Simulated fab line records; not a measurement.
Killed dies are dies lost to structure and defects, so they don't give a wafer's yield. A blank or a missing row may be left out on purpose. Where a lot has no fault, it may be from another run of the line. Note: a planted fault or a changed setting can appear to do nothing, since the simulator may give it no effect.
2 desks, one fault	flow nandHarc	numbers are kept per desk, each desk with only its own; the story behind them comes last

TOOL OWNER'S DESK, pvdSputter-02
The tool's own readings at NHARC_P_CONTACT_PVD_32 (deposits Ti, target thk 5 nm, time 17.7 s): means of the sampled wafers that have a number, for each lot that ran on this tool. Marked OUT: a lot whose mean sits more than 4 standard deviations from the usual mean, which makes it out of limits; the brackets give that distance.
Columns: A = throttleValvePct at NHARC_P_CONTACT_PVD_32, usual 30.1 %
lot	first seen here	A
L589	day 6 10:40	30.4
L591	day 7 05:17	30.5
L593	day 7 21:13	30.3
L608	day 11 05:14	30.1
Finding of this desk: none of the 4 lots has anything out of limits.

METROLOGY DESK
What the gauges read, lot by lot, whatever tool the lot ran on: means of the sampled wafers that have a number. Marked OUT: a lot whose mean sits more than 4 standard deviations from the usual mean, which makes it out of limits; the brackets give that distance.
Columns: A = overlayXNm at NHARC_HYBRID_BOND_OVL_MEAS_05, usual 3 nm; B = overlayYNm at NHARC_HYBRID_BOND_OVL_MEAS_05, usual -7 nm
lot	first seen here	A	B
L589	day 18 16:04	36	-7
L585	day 18 16:04	-7	-2
L588	day 18 16:04	-26	-27
L591	day 19 16:27	-10	3
L586	day 19 16:28	19	-22
L592	day 20 18:13	33	-2
L593	day 20 23:52	-0	-14
L602	day 22 08:37	17	1
L599	day 22 13:00	-15	-1
L603	day 23 03:22	-19	-33
L604	day 23 03:22	-14	-5
L606	day 24 03:04	-21	-28
L607	day 24 03:04	53	-16
L608	day 24 03:04	12	-8
Finding of this desk: none of the 14 lots has anything out of limits.

PUT TOGETHER
Nothing out of limits was seen by the tool owner's desk.
Nothing out of limits was seen by the metrology desk.

WHAT THE SIMULATOR PUT IN
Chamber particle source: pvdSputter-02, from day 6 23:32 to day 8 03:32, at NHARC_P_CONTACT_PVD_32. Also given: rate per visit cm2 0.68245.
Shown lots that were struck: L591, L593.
